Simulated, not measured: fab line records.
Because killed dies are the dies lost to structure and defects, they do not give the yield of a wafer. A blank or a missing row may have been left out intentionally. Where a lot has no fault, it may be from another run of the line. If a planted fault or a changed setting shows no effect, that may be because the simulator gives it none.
Which tool is to blame? | flow n5Finfet | 12 lots with 36 wafers sampled at 5 steps, on a route of 1938 steps

== WHAT THE GAUGES SHOWED, per wafer ==
The record holds no reading of a measuring or inspecting step that can be judged against a usual standard deviation.

== WHICH TOOL RAN EACH LOT (tool, then ch and the chambers of the sampled wafers, then the start) ==
lot  | N5_BEOL_M4_SPUTTER_48       | N5_BEOL_M15_PRE_CLEAN_42    | N5_BEOL_M15_ANNEAL_48           | N5_PASSIVATION_PECVD_01         | N5_PASSIVATION_PROBE_49
L895 | pvdSputter-03, day 8 21:56  | pvdSputter-01, day 12 12:21 | rtpAnneal-02 ch 0, day 12 13:01 | pecvd-03 ch 0,1, day 12 19:56   | -
L896 | pvdSputter-03, day 9 02:35  | pvdSputter-02, day 12 12:49 | rtpAnneal-02 ch 0, day 12 13:22 | pecvd-03 ch 0,1,2, day 12 20:21 | -
L899 | pvdSputter-03, day 10 20:36 | pvdSputter-01, day 14 14:16 | rtpAnneal-02 ch 0, day 14 14:53 | pecvd-02 ch 0,1,2, day 14 22:25 | -
L898 | pvdSputter-02, day 11 01:07 | pvdSputter-02, day 14 18:42 | rtpAnneal-01 ch 0, day 14 19:26 | pecvd-02 ch 0,1,2, day 15 02:32 | -
L900 | pvdSputter-03, day 11 19:43 | pvdSputter-02, day 15 21:22 | rtpAnneal-02 ch 0, day 15 21:56 | pecvd-02 ch 0,1, day 16 04:16   | -
L902 | pvdSputter-03, day 12 02:29 | pvdSputter-01, day 16 06:47 | rtpAnneal-02 ch 0, day 16 08:07 | pecvd-03 ch 0,2, day 16 13:50   | -
L903 | pvdSputter-03, day 12 09:27 | pvdSputter-02, day 16 18:23 | rtpAnneal-02 ch 0, day 16 18:56 | pecvd-04 ch 0,1, day 17 02:38   | -
L904 | pvdSputter-01, day 12 15:03 | pvdSputter-01, day 16 20:48 | rtpAnneal-02 ch 0, day 16 21:49 | pecvd-02 ch 2, day 17 04:38     | -
L897 | pvdSputter-02, day 13 15:56 | pvdSputter-01, day 17 16:26 | rtpAnneal-01 ch 0, day 17 17:14 | pecvd-02 ch 0,2, day 17 23:48   | -
L910 | pvdSputter-02, day 13 18:56 | pvdSputter-01, day 17 15:31 | rtpAnneal-01 ch 0, day 17 16:08 | pecvd-03 ch 0,2, day 17 23:05   | -
L911 | pvdSputter-01, day 14 00:56 | pvdSputter-01, day 18 00:05 | rtpAnneal-01 ch 0, day 18 00:55 | pecvd-03 ch 0,1,2, day 18 06:34 | prober-02, day 18 16:28
L916 | pvdSputter-03, day 15 03:40 | pvdSputter-02, day 19 07:35 | rtpAnneal-01 ch 0, day 19 08:43 | pecvd-04 ch 0,1, day 19 17:31   | -
- N5_BEOL_M4_SPUTTER_48: material Cu, target thk 4.5 nm, time 8.29 s.
- N5_BEOL_M15_PRE_CLEAN_42: time 30 s.
- N5_BEOL_M15_ANNEAL_48: time 90 s.
- N5_PASSIVATION_PECVD_01: deposits SiNx from SiH4/NH3/N2, target thk 200 nm, time 43.2 s.
- N5_PASSIVATION_PROBE_49

== AS READ BY THE TOOLS THEMSELVES (means over the sampled wafers that have a number; for cases with no such wafer, the mark the record gives instead) ==
N5_BEOL_M4_SPUTTER_48.
lot  | tool          | throttleValvePct (%)
L895 | pvdSputter-03 | 30.5
L896 | pvdSputter-03 | 29.8
L899 | pvdSputter-03 | 29.9
L898 | pvdSputter-02 | 30.2
L900 | pvdSputter-03 | 30.3
L902 | pvdSputter-03 | 30.2
L903 | pvdSputter-03 | 29.8
L904 | pvdSputter-01 | 29.9
L897 | pvdSputter-02 | 30.6
L910 | pvdSputter-02 | 30.8
L911 | pvdSputter-01 | 29.3
L916 | pvdSputter-03 | 29.6

N5_BEOL_M15_PRE_CLEAN_42.
lot  | tool          | heaterPowerW (W)
L895 | pvdSputter-01 | 458
L896 | pvdSputter-02 | 432
L899 | pvdSputter-01 | 488
L898 | pvdSputter-02 | 456
L900 | pvdSputter-02 | 452
L902 | pvdSputter-01 | 470
L903 | pvdSputter-02 | 431
L904 | pvdSputter-01 | 461
L897 | pvdSputter-01 | 455
L910 | pvdSputter-01 | 471
L911 | pvdSputter-01 | 484
L916 | pvdSputter-02 | 447

N5_BEOL_M15_ANNEAL_48.
lot  | tool         | wafer_temp_C_max
L895 | rtpAnneal-02 | 226.06
L896 | rtpAnneal-02 | 225.74
L899 | rtpAnneal-02 | 225.99
L898 | rtpAnneal-01 | 226.29
L900 | rtpAnneal-02 | 225.88
L902 | rtpAnneal-02 | 225.95
L903 | rtpAnneal-02 | 226.35
L904 | rtpAnneal-02 | 225.86
L897 | rtpAnneal-01 | 226.19
L910 | rtpAnneal-01 | 226.30
L911 | rtpAnneal-01 | 226.32
L916 | rtpAnneal-01 | 225.91

N5_PASSIVATION_PECVD_01.
lot  | tool     | heaterPowerW (W) | showerheadPlenumPTorr (Torr) | throttleValvePct (%)
L895 | pecvd-03 | 420              | 8.66                         | 29.4
L896 | pecvd-03 | 375              | 8.68                         | 28.9
L899 | pecvd-02 | 392              | 8.70                         | 29.6
L898 | pecvd-02 | 406              | 8.68                         | 29.8
L900 | pecvd-02 | 386              | 8.71                         | 31.0
L902 | pecvd-03 | 372              | 8.65                         | 29.0
L903 | pecvd-04 | 535              | 8.71                         | 31.5
L904 | pecvd-02 | 456              | 8.79                         | 29.0
L897 | pecvd-02 | 386              | 8.60                         | 29.0
L910 | pecvd-03 | 340              | 8.69                         | 28.2
L911 | pecvd-03 | 429              | 8.68                         | 29.0
L916 | pecvd-04 | 539              | 8.65                         | 30.6

N5_PASSIVATION_PROBE_49.
lot  | tool      | defectLimitedYield (%) | killed_at_M0_to_M3 | killed_at_M4_up | killedAtContacts | killedAtFrontEnd | killedAtOther | killedDies | killedOnRim | killedOpen | killedShort | sort_bin_5_function (%) | sort_bin_6_memory (%) | sort_bin_8_speed (%) | sortNPass | sortYieldPct (%)
L911 | prober-02 | 86.5                   | 43                 | 69              | 16               | 29               | 2.3           | 159        | 25          | 71         | 30          | 8.2                     | 3.5                   | 0.00                 | 1021      | 86.5

== THE ANSWER, worked out from the rows above alone ==
Rule: the lots themselves supply what counts as usual. The widest of any qualifying gaps counts: lots, ordered by their means at a reading, are off when they make up no more than a third of the lots, leave a main group of 4 or more, and stand apart from it by 3 or more times the standard deviation of that group's means. A main group whose means are all the same, to the digits that the tables above print for the reading, isn't used. Also off: a lot with no number at a reading for which 4 or more lots have one. Where the step has rows for the other lots, those lots are counted as sound. The gauges are gone through in route order, then the tools' own readings, and for those a lot's mean is taken as printed above. The first step at which some lot is off is used, and at that step the reading that is off furthest; a lot without a number counts as furthest.
Across all readings shown, no lot is off: no conclusion can be drawn from this.

== WHAT WAS PUT IN BY THE SIMULATOR ==
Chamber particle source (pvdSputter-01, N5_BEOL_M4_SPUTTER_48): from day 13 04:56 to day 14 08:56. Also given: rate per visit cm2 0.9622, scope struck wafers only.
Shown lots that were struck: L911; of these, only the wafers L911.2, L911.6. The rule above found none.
